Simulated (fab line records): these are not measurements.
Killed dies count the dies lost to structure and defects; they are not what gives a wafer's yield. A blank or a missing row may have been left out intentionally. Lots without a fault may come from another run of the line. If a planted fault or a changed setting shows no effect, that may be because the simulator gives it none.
Comparing a struck lot with a sound one / flow nand_harc / 22 steps out of a route of 1302
Sound: wafers L881.2, L881.5, L881.6. Struck: wafers L891.1, L891.2, L891.4. Last of all comes the cause.
For every step that has rows: the tool of each side, followed by ch and its chambers, followed by its first start. Under that, the readings that differ: sound wafers / struck wafers / difference of the means / sigmas: that difference in standard deviations of wafers without a fault.
alike: same words and numbers on both sides, and readings whose means sit less than 2 such deviations apart. not compared: any withheld reading, any reading some wafer has no value for, any bound like >300 that may hide the same value, and any number with overlapping values for which the record gives no deviation.
The two part at a step that has a row with sigmas, a row that says differs or no value, or rows on one side only. Non-overlapping numbers with no deviation appear without sigmas and do not part them. A reading that every wafer of one side lacks parts them only if that side has two wafers or more.

NHARC_P_CONTACT_CVD_23: deposits W, target thk 200 nm, time 557 s.
  sound on cvd_w-01 ch 0,1; struck on cvd_w-01 ch 0,1
  alike: heater_power_w, throttle_valve_pct
NHARC_P_CONTACT_CMP_24: polishes, t overpolish 30 s, target thk 200 nm.
  sound on cmp-02 ch 0,2,3, day 7 06:37; struck on cmp-02 ch 0,1,2, day 12 05:49
  alike: motor_current_A, overpolish_run_s, slurry_filter_dp_kPa, time_to_endpoint_s
next, for these wafers, 1 step has no rows: NHARC_P_CONTACT_SRD_26.
NHARC_P_CONTACT_INSPECT_27:
  struck on defect_inspect-01, day 12 06:13; sound on defect_inspect-02, day 7 06:58
  alike: raw_defect_count
then, 7 steps without rows for these wafers: NHARC_P_M0_DEP_00 (deposits SiOC, target thk 150 nm); NHARC_P_M0_DEHYDRATE_01 (time 120 s); NHARC_P_M0_HMDS_02 (time 30 s); NHARC_P_M0_COAT_33 (time 65 s); NHARC_P_M0_COAT_03 (resist thk 90 nm); NHARC_P_M0_SOFTBAKE_04 (time 55 s); NHARC_P_M0_EBR_05.
NHARC_P_M0_EXPOSE_06: exposes mask P M0, target cd 90 nm.
  sound on arfi_scanner-03 ch 0, day 7 07:37; struck on arfi_scanner-03 ch 0, day 12 07:07
reading=exposure_dose_mJ_cm2; sound=81.24 81.15 81.22; struck=93.46 93.45 93.64; difference=+12.31; sigmas=+99 or more
  alike: mask, focus_offset_nm, stage_vel_mm_s
then, 2 steps without rows for these wafers: NHARC_P_M0_PEB_07 (peb time 65 s); NHARC_P_M0_DEVELOP_08 (develop time 35 s).
NHARC_P_M0_CD_MEAS_09: the cd target is 90 nm.
  sound on cd_sem-02 ch 0, day 7 07:44; struck on cd_sem-02 ch 0
reading=cd_nm (nm); sound=89.9 89.5 89.5; struck=98.9 98.9 98.6; difference=+9.2; sigmas=+14
  not compared: hold
NHARC_P_M0_OVL_MEAS_10: pitch 180 nm.
  struck on overlay-01, day 12 11:30; sound on overlay-02, day 7 07:50
reading=hold; sound=- - -; struck=await_dispo/4.0h/release await_dispo/4.0h/release await_dispo/4.0h/release; difference=no value on the sound wafers; sigmas=
  alike: overlay_x_nm, overlay_y_nm
NHARC_P_M0_INSPECT_11:
  struck on defect_inspect-02, day 12 11:32; sound on defect_inspect-02, day 7 07:52
  alike: raw_defect_count
NHARC_P_M0_DESCUM_14: chemistry O2, time 3 s.
  sound on rie_diel-02 ch 0,1,2, day 7 07:57; struck on rie_diel-13 ch 0,1,2, day 12 11:37
reading=model.P_M0.cd_nm (nm); sound=89.89 89.18 89.59; struck=98.31 98.72 98.52; difference=+8.96; sigmas=
  alike: drypump_motor_current_A, oes_product_au, rf_vpp_V, showerhead_plenum_p_Torr, throttle_valve_pct
  not compared: rf_hours_counter_h
NHARC_P_M0_ETCH_34: etches the open film in N2/H2, target depth 40 nm, overetch 12 nm, time 43.94 s.
  sound on rie_diel-02 ch 1,2, day 7 08:01; struck on rie_diel-13 ch 0,2,3, day 12 11:43
  alike: bias_w, drypump_motor_current_A, h2_flow_sccm, oes_product_au, rf_vpp_V, showerhead_plenum_p_Torr, throttle_valve_pct
  not compared: rf_hours_counter_h
NHARC_P_M0_ETCH_15: etches the open film in C4F8/Ar, target depth 150 nm, overetch 15 nm, time 82.5 s.
  sound on rie_diel-02 ch 0,3; struck on rie_diel-13 ch 0,1,2
reading=model.P_M0.cd_nm (nm); sound=89.58 89.04 88.67; struck=97.64 97.72 98.03; difference=+8.70; sigmas=
  alike: bias_w, oes_product_au, rf_vpp_V
  not compared: rf_hours_counter_h
NHARC_P_M0_CD_MEAS_16:
  struck on cd_sem-02, day 12 12:06; sound on cd_sem-01, day 7 08:14
reading=cd_nm (nm); sound=89.3 89.2 88.7; struck=97.6 97.6 97.8; difference=+8.6; sigmas=+10
  not compared: hold
next, for these wafers, 1 step has no rows: NHARC_END_SORT_01.

## WHERE THEY PART
Earliest at NHARC_P_M0_EXPOSE_06; latest, in this record, at NHARC_P_M0_CD_MEAS_16.

WHY: what the simulator had put in
Process parameters drifting: arfi_scanner-03 at NHARC_P_M0_EXPOSE_06, beginning at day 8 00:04. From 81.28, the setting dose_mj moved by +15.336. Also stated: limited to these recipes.
